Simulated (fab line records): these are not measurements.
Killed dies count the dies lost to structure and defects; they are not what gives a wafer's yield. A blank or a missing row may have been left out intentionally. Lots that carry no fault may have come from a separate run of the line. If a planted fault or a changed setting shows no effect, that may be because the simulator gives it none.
fab line records    flow n5Finfet    part 2 of 2: steps 5 to 6 of 6
[record] lots = 24  wafers = 72  lastDay = 18
route steps=1938 shown BEOL_M11@1537
lots that met no fault: from a run of the same line without faults
startH: hours from the record's first day to the start of the lot's first wafer shown    waitH: hours from the lot's prior step to this one    " same as the row above    L1.1+2: a row that stands for several wafers    - no value, or no start was given    * or withheld: withheld    < > ~ a bound
route shown NAME@n: NAME is a module with steps in the file, n the number in the route of the first one    usual: average and standard deviation across the fault-free wafers    same: alike in all rows    chamber/n: place in a boat    sites: each site's reading    _std_site: standard deviation of those values    _edge_site: the outer-site mean with the inner-site mean subtracted    radiusMm: for every site, how far away it sits from the centre of the wafer    mask NAME#n: copy n    behind: the most recent tool/chamber to have shaped the wafer    hold: why the lot was held/for how many hours/how that ended    device: transistor that didn't switch, given as n, p or np    end of line: tests of these same wafers at the route's end    a step without rows: its recipe alone    killed: dies lost to structure and defects at the first sort, not the wafer's yield    map: per-die view of a wafer (x killed, . not killed, _ where there is no die)
set.NAME: the setting as run; set.NAME@STEP: as run at that earlier step    model.NAME: the simulator's own value behind a step, which no gauge read
one table for each step of the route and one row for each wafer, over a sample of lots
services: the hour from which a tool's chamber was out of use, counted from the record's first day as startH (under 0 if before that day), plus the number of hours and why
[[steps]]
[step N5_BEOL_M11_STRIP_19]
[recipe] chemistry = O2  powerW = 400  tempC = 40  pressureMtorr = 30  rfFrequencyHz = 6e+07  biasPowerW = 0  overashFraction = 0.2  o2FlowSccm = 225
[usual] drypumpMotorCurrentA = 5.8/0.34  oesProductAu = 0.81/0.088  rfVppV = 3.6/0.59  showerheadPlenumPTorr = 2.10/0.056  throttleValvePct = 16.67/0.28
lot.wafer  tool        chamber  startH  waitH  drypumpMotorCurrentA  oesProductAu  rfHoursCounterH  rfVppV  showerheadPlenumPTorr  throttleValvePct
L074.1     rieDiel-04  0        224.33  0.1    6.3                   0.94          13               4.3     2.06                   16.72
L074.2     "           1        "       "      5.6                   0.67          234              3.6     2.16                   16.79
L074.5     "           3        "       "      5.4                   0.79          -                4.5     2.10                   16.66
L075.1     rieDiel-04  3        233.27  0.1    5.5                   0.78          128              4.6     2.10                   16.66
L075.2     "           0        "       "      6.3                   0.93          15               3.5     2.06                   16.73
L075.3     "           2        "       "      5.6                   0.80          119              4.1     2.02                   16.63
L076.3     rieDiel-06  0        241.64  0.1    5.7                   0.68          247              4.0     2.16                   16.85
L076.4     "           2        "       "      5.2                   0.81          97               4.8     2.11                   16.86
L076.6     "           3        "       "      5.8                   0.88          -                5.2     2.14                   16.23
L077.4     rieDiel-06  0        253.67  0.1    5.8                   0.67          250              3.4     2.16                   16.83
L077.5     "           0        "       "      5.7                   0.68          -                3.2     2.16                   16.82
L077.6     "           3        "       "      5.8                   0.88          -                3.1     2.14                   16.26
L079.2     rieDiel-03  1        262.53  0.2    6.1                   0.73          192              3.9     2.17                   17.11
L079.4     "           2        "       "      6.3                   0.89          42               3.3     2.05                   16.47
L079.6     "           2        "       "      6.3                   0.88          -                3.9     2.05                   16.44
L080.1     rieDiel-04  2        263.69  0.1    5.6                   0.78          128              3.1     2.01                   16.68
L080.4     "           1        "       "      5.5                   0.66          -                3.2     2.15                   16.78
L080.5     "           3        "       "      5.4                   0.77          -                3.2     2.10                   16.67
L078.4     rieDiel-03  2        266.62  0.1    6.3                   0.88          43               4.3     2.05                   16.46
L078.5     "           1        "       "      6.1                   0.72          -                2.7     2.17                   17.11
L078.6     "           0        "       "      5.6                   0.84          -                4.2     2.03                   16.13
L081.3     rieDiel-03  2        268.97  0.1    6.3                   0.88          44               2.8     2.05                   16.47
L081.5     "           2        "       "      6.3                   0.88          -                3.3     2.05                   16.46
L081.6     "           3        "       "      6.3                   0.72          -                4.0     2.18                   16.67
L082.1     rieDiel-06  0        279.60  0.2    5.7                   0.95          4                3.3     2.16                   16.37
L082.3     "           3        "       "      5.8                   0.86          38               3.1     2.13                   16.27
L082.5     "           2        "       "      5.2                   0.80          -                3.8     2.11                   16.91
L085.1     rieDiel-04  0        290.15  0.1    6.3                   0.88          28               2.3     2.05                   16.76
L085.2     "           2        "       "      5.6                   0.79          138              4.2     2.01                   16.68
L085.3     "           3        "       "      5.5                   0.76          147              3.1     2.10                   16.68
L083.2     rieDiel-03  3        294.21  0.1    6.3                   0.72          190              3.3     2.17                   16.69
L083.5     "           1        "       "      6.1                   0.71          -                5.1     2.17                   17.11
L083.6     "           0        "       "      5.7                   0.84          -                3.3     2.03                   16.15
L084.1     rieDiel-03  0        298.73  0.1    5.7                   0.84          82               4.3     2.03                   16.18
L084.3     "           3        "       "      6.4                   0.73          192              2.6     2.17                   16.69
L084.6     "           1        "       "      6.1                   0.72          -                3.5     2.17                   17.11
L087.2     rieDiel-04  0        304.38  0.2    6.3                   0.89          34               3.7     2.05                   16.77
L087.3     "           2        "       "      5.6                   0.77          139              4.0     2.01                   16.68
L087.6     "           0        "       "      6.3                   0.88          -                3.8     2.05                   16.77
L086.3     rieDiel-03  3        308.32  0.1    6.3                   0.74          194              3.2     2.17                   16.71
L086.4     "           2        "       "      6.3                   0.85          57               3.9     2.05                   16.48
L086.5     "           1        "       "      6.1                   0.71          -                3.8     2.17                   17.13
L090.1     rieDiel-06  1        322.06  0.1    5.9                   0.99          3                2.9     2.07                   16.80
L090.2     "           2        "       "      5.2                   0.77          125              3.0     2.10                   16.95
L090.6     "           0        "       "      5.8                   0.90          -                3.1     2.15                   16.41
L088.2     rieDiel-03  1        327.40  0.1    6.1                   0.70          213              3.6     2.16                   17.14
L088.4     "           0        "       "      5.7                   0.83          91               3.6     2.03                   16.16
L088.6     "           1        "       "      6.1                   0.70          -                2.7     2.16                   17.12
L091.1     rieDiel-04  3        328.76  0.3    5.4                   0.75          160              3.9     2.09                   16.70
L091.4     "           3        "       "      5.4                   0.74          -                3.9     2.09                   16.71
L091.6     "           2        "       "      5.6                   0.77          -                3.6     2.01                   16.72
L089.2     rieDiel-04  0        337.50  0.1    6.3                   0.87          46               3.2     2.05                   16.80
L089.3     "           3        "       "      5.4                   0.75          163              4.8     2.09                   16.70
L089.6     "           0        "       "      6.3                   0.87          -                3.1     2.05                   16.77
L092.3     rieDiel-04  1        341.74  0.1    5.5                   1.02          1                3.4     2.15                   16.38
L092.4     "           2        "       "      5.6                   0.77          152              4.5     2.01                   16.72
L092.6     "           1        "       "      5.6                   1.02          -                4.2     2.15                   16.35
L093.1     rieDiel-03  1        345.23  0.1    6.1                   0.71          219              4.4     2.16                   17.16
L093.3     "           0        "       "      5.6                   0.83          96               3.0     2.02                   16.19
L093.4     "           3        "       "      6.3                   0.72          206              3.8     2.17                   16.73
L094.1     rieDiel-06  2        353.70  0.3    5.2                   0.77          136              3.1     2.10                   16.94
L094.5     "           1        "       "      5.9                   0.97          -                3.5     2.06                   16.83
L094.6     "           2        "       "      5.2                   0.77          -                2.6     2.10                   16.96
L095.2     rieDiel-06  3        364.14  0.1    5.8                   0.82          63               3.5     2.12                   16.29
L095.5     "           0        "       "      5.7                   0.86          -                3.8     2.15                   16.43
L095.6     "           3        "       "      5.8                   0.82          -                3.8     2.12                   16.28
L096.1     rieDiel-06  0        364.76  0.1    5.7                   0.85          36               3.1     2.15                   16.44
L096.2     "           2        "       "      5.2                   0.76          139              3.7     2.10                   16.96
L096.3     "           3        "       "      5.8                   0.81          63               3.2     2.12                   16.31
L097.1     rieDiel-04  0        375.67  0.1    6.3                   0.85          59               3.6     2.04                   16.82
L097.2     "           2        "       "      5.6                   0.76          162              3.8     2.00                   16.69
L097.4     "           3        "       "      5.4                   0.74          -                4.1     2.09                   16.73
[step N5_BEOL_M11_ETCH_66]
[recipe] chemistry = N2/H2  target = SOC  targetDepthA = 1200  overetchA = 240  maskMaterial = SiARC  tempC = 40  timeS = 180  ionEnergyEv = 200  pressureMtorr = 30  sourceW = 840  biasW = 150  n2FlowSccm = 200  h2FlowSccm = 200
[usual] drypumpMotorCurrentA = 5.9/0.35  oesProductAu = 0.65/0.059  rfVppV = 523.8/1.9  showerheadPlenumPTorr = 2.54/0.065  throttleValvePct = 17.8/0.33
lot.wafer  tool        chamber  startH  waitH  drypumpMotorCurrentA  oesProductAu  rfHoursCounterH  rfVppV  showerheadPlenumPTorr  throttleValvePct
L074.1     rieDiel-03  2        226.34  0.0    6.3                   0.72          30               524.1   2.48                   17.6
L074.2     "           3        "       "      6.3                   0.61          169              525.9   2.63                   17.7
L074.5     "           1        "       "      6.1                   0.59          -                526.3   2.64                   18.3
L075.1     rieDiel-03  1        234.65  0.0    6.1                   0.60          183              525.0   2.64                   18.3
L075.2     "           2        "       "      6.3                   0.72          33               522.0   2.48                   17.6
L075.3     "           0        "       "      5.6                   0.69          64               521.2   2.47                   17.3
L076.3     rieDiel-06  3        243.31  0.0    5.8                   0.71          26               525.1   2.59                   17.4
L076.4     "           0        "       "      5.7                   0.55          247              525.3   2.61                   17.9
L076.6     "           0        "       "      5.7                   0.56          -                524.8   2.61                   17.9
L077.4     rieDiel-03  1        255.49  0.0    6.1                   0.60          190              528.2   2.63                   18.3
L077.5     "           2        "       "      6.3                   0.70          -                522.3   2.47                   17.6
L077.6     "           1        "       "      6.1                   0.59          -                526.7   2.63                   18.3
L079.2     rieDiel-06  1        264.36  0.0    5.9                   0.56          242              522.4   2.50                   18.4
L079.4     "           1        "       "      5.9                   0.56          -                522.6   2.50                   18.4
L079.6     "           3        "       "      5.8                   0.70          -                524.7   2.59                   17.4
L080.1     rieDiel-06  2        264.98  0.0    5.2                   0.64          103              524.1   2.56                   18.1
L080.4     "           3        "       "      5.8                   0.69          -                526.0   2.59                   17.4
L080.5     "           1        "       "      5.9                   0.56          -                522.5   2.50                   18.4
L078.4     rieDiel-04  1        267.28  0.0    5.6                   0.55          247              526.5   2.61                   18.0
L078.5     "           3        "       "      5.4                   0.62          -                523.5   2.54                   17.8
L078.6     "           0        "       "      6.3                   0.72          -                522.8   2.49                   17.9
L081.3     rieDiel-06  2        269.90  0.0    5.2                   0.63          105              522.7   2.56                   18.1
L081.5     "           0        "       "      5.7                   0.78          -                526.1   2.61                   17.5
L081.6     "           1        "       "      5.9                   0.56          -                523.8   2.50                   18.4
L082.1     rieDiel-06  3        281.36  0.0    5.8                   0.69          39               526.0   2.59                   17.5
L082.3     "           1        "       "      5.9                   0.55          249              522.6   2.50                   18.4
L082.5     "           3        "       "      5.8                   0.68          -                525.2   2.59                   17.4
L085.1     rieDiel-03  0        290.99  0.0    5.6                   0.68          80               521.2   2.47                   17.3
L085.2     "           3        "       "      6.3                   0.60          189              526.9   2.62                   17.7
L085.3     "           2        "       "      6.3                   0.70          52               523.4   2.47                   17.6
L083.2     rieDiel-06  0        296.97  0.1    5.8                   0.74          12               525.1   2.60                   17.5
L083.5     "           2        "       "      5.2                   0.64          -                523.8   2.56                   18.1
L083.6     "           0        "       "      5.8                   0.74          -                526.3   2.60                   17.5
L084.1     rieDiel-04  2        302.76  0.0    5.6                   0.63          138              522.0   2.44                   18.0
L084.3     "           0        "       "      6.3                   0.70          33               521.5   2.49                   18.0
L084.6     "           2        "       "      5.6                   0.63          -                521.5   2.45                   18.0
L087.2     rieDiel-03  3        306.59  0.0    6.3                   0.59          193              525.7   2.62                   17.8
L087.3     "           2        "       "      6.3                   0.69          56               521.8   2.47                   17.6
L087.6     "           2        "       "      6.3                   0.69          -                522.0   2.47                   17.7
L086.3     rieDiel-04  3        309.66  0.0    5.4                   0.62          155              524.5   2.54                   17.8
L086.4     "           2        "       "      5.7                   0.63          -                520.5   2.44                   18.0
L086.5     "           3        "       "      5.5                   0.61          -                522.8   2.54                   17.8
L090.1     rieDiel-04  3        323.10  0.1    5.4                   0.61          157              523.4   2.54                   17.8
L090.2     "           0        "       "      6.3                   0.69          40               522.5   2.49                   18.0
L090.6     "           3        "       "      5.4                   0.62          -                524.7   2.54                   17.8
L088.2     rieDiel-03  2        328.05  0.0    6.3                   0.68          63               522.4   2.46                   17.7
L088.4     "           1        "       "      6.1                   0.58          213              526.1   2.62                   18.3
L088.6     "           3        "       "      6.3                   0.59          -                526.8   2.62                   17.8
L091.1     rieDiel-04  0        331.42  0.0    6.3                   0.69          43               522.7   2.48                   18.0
L091.4     "           2        "       "      5.6                   0.62          -                521.2   2.44                   18.0
L091.6     "           0        "       "      6.3                   0.69          -                522.6   2.48                   18.0
L089.2     rieDiel-04  1        338.41  0.0    5.5                   0.82          0                524.0   2.61                   17.6
L089.3     "           3        "       "      5.5                   0.61          164              524.0   2.53                   17.8
L089.6     "           2        "       "      5.6                   0.63          -                520.4   2.44                   18.0
L092.3     rieDiel-03  3        342.26  0.0    6.3                   0.58          205              525.7   2.62                   17.8
L092.4     "           1        "       "      6.1                   0.58          218              525.6   2.62                   18.4
L092.6     "           2        "       "      6.3                   0.68          -                522.5   2.46                   17.7
L093.1     rieDiel-03  2        347.63  0.0    6.3                   0.68          69               521.7   2.46                   17.7
L093.3     "           0        "       "      5.6                   0.67          97               521.8   2.46                   17.3
L093.4     "           3        "       "      6.3                   0.58          206              526.8   2.61                   17.8
L094.1     rieDiel-06  0        355.70  0.0    5.7                   0.70          34               523.9   2.59                   17.5
L094.5     "           1        "       "      5.9                   0.76          -                524.3   2.49                   18.0
L094.6     "           2        "       "      5.2                   0.62          -                525.3   2.55                   18.1
L095.2     rieDiel-03  3        366.96  0.0    6.3                   0.58          213              527.8   2.61                   17.8
L095.5     "           2        "       "      6.3                   0.66          -                521.2   2.46                   17.7
L095.6     "           1        "       "      6.1                   0.57          -                525.6   2.62                   18.4
L096.1     rieDiel-06  0        367.54  0.0    5.8                   0.70          37               527.3   2.59                   17.5
L096.2     "           3        "       "      5.8                   0.66          64               524.1   2.58                   17.5
L096.3     "           1        "       "      5.9                   0.76          17               521.8   2.49                   18.0
L097.1     rieDiel-03  0        376.44  0.0    5.6                   0.66          106              521.6   2.46                   17.3
L097.2     "           2        "       "      6.3                   0.66          80               521.6   2.46                   17.7
L097.4     "           3        "       "      6.3                   0.57          217              525.5   2.61                   17.8
[[services]]
tool           chamber  startH  hours  kind
rieDiel-04     3        206.29  13.1   repair
uvCure-01      -        222.53  5.0    pm
uvCure-01      -        227.53  7.5    pm
uvCure-03      -        229.12  1.0    pm
uvCure-01      -        236.52  2.1    pm
uvCure-02      -        253.49  1.0    pm
rieDiel-06     0        255.87  -      clean
rieDiel-06     0        255.87  -      consumableReplace:focusRing
rieDiel-06     0        255.87  11.8   scheduledDown
rieDiel-06     0        255.87  11.8   ventCycle
rieDiel-03     0        268.67  3.8    repair
rieDiel-04     0        271.49  3.0    repair
uvCure-03      -        279.69  2.1    pm
rieDiel-04     0        283.51  6.1    repair
rieDiel-06     1        286.23  -      clean
rieDiel-06     1        286.23  -      consumableReplace:focusRing
rieDiel-04     2        291.59  9.0    repair
rieDiel-04     1        299.71  3.5    repair
uvCure-03      -        305.67  0.6    repair
rieDiel-04     3        313.50  3.9    repair
pvdSputter-03  -        316.18  2.9    repair
rieDiel-04     2        319.23  6.4    repair
rieDiel-04     3        368.70  1.9    repair
uvCure-03      -        368.94  0.5    repair
